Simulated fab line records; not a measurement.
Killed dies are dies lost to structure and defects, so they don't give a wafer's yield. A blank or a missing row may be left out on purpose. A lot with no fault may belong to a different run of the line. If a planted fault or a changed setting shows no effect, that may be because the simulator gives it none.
Matching of chambers :: flow nand harc :: NHARC_P_STI_ETCH_15 on rie si-01: 4 sister chambers
The step etches the open film in HBr/Cl2, target depth 300 nm, time 100.1 s. 4 wafers are shown with their chamber, then 8 later ones without.

== WAFERS, EACH WITH ITS CHAMBER ==
wafer: L914.5
chamber: 1
oes product au (a.u.): 0.999

wafer: L919.2
chamber: 0
oes product au (a.u.): 0.970

wafer: L919.5
chamber: 2
oes product au (a.u.): 1.014

wafer: L927.1
chamber: 3
oes product au (a.u.): 0.997

== WAFERS WITH NO CHAMBER GIVEN ==
wafer: L927.4
oes product au (a.u.): 1.024

wafer: L927.5
oes product au (a.u.): 1.021

wafer: L930.1
oes product au (a.u.): 1.011

wafer: L930.2
oes product au (a.u.): 1.013

wafer: L930.4
oes product au (a.u.): 0.992

wafer: L931.1
oes product au (a.u.): 1.027

wafer: L931.2
oes product au (a.u.): 1.028

wafer: L931.5
oes product au (a.u.): 1.006

== WHICH CHAMBER EACH ONE RAN IN ==
wafer: L927.4
from the rows above: can't be placed: 2 or 1 or 3
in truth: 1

wafer: L927.5
from the rows above: can't be placed: 2 or 1 or 3
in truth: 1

wafer: L930.1
from the rows above: can't be placed: 2 or 1 or 3
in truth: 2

wafer: L930.2
from the rows above: can't be placed: 2 or 1 or 3
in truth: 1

wafer: L930.4
from the rows above: can't be placed: 3 or 1 or 0 or 2
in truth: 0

wafer: L931.1
from the rows above: can't be placed: 2 or 1 or 3
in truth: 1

wafer: L931.2
from the rows above: can't be placed: 2 or 1 or 3
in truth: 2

wafer: L931.5
from the rows above: can't be placed: 1 or 2 or 3
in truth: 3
0 of 8 placed correctly. Cannot be placed on the basis of these rows: 8; the candidates contain the true chamber in 8. Number placed wrongly: 0.
How it was worked out, from the rows above alone: a wafer's distance from a chamber is the root of the sum, over the readings, of the square of ((its reading less the chamber's mean) divided by the reading's scatter). The wafer belongs to the nearest chamber; if the next one is less than 2 further off, it can't be placed. For every chamber, the mean is computed from those of its wafers that are shown. The scatter: with one shown wafer a chamber, the root of the mean of the squares of how far each hidden wafer lies from its nearest shown one.
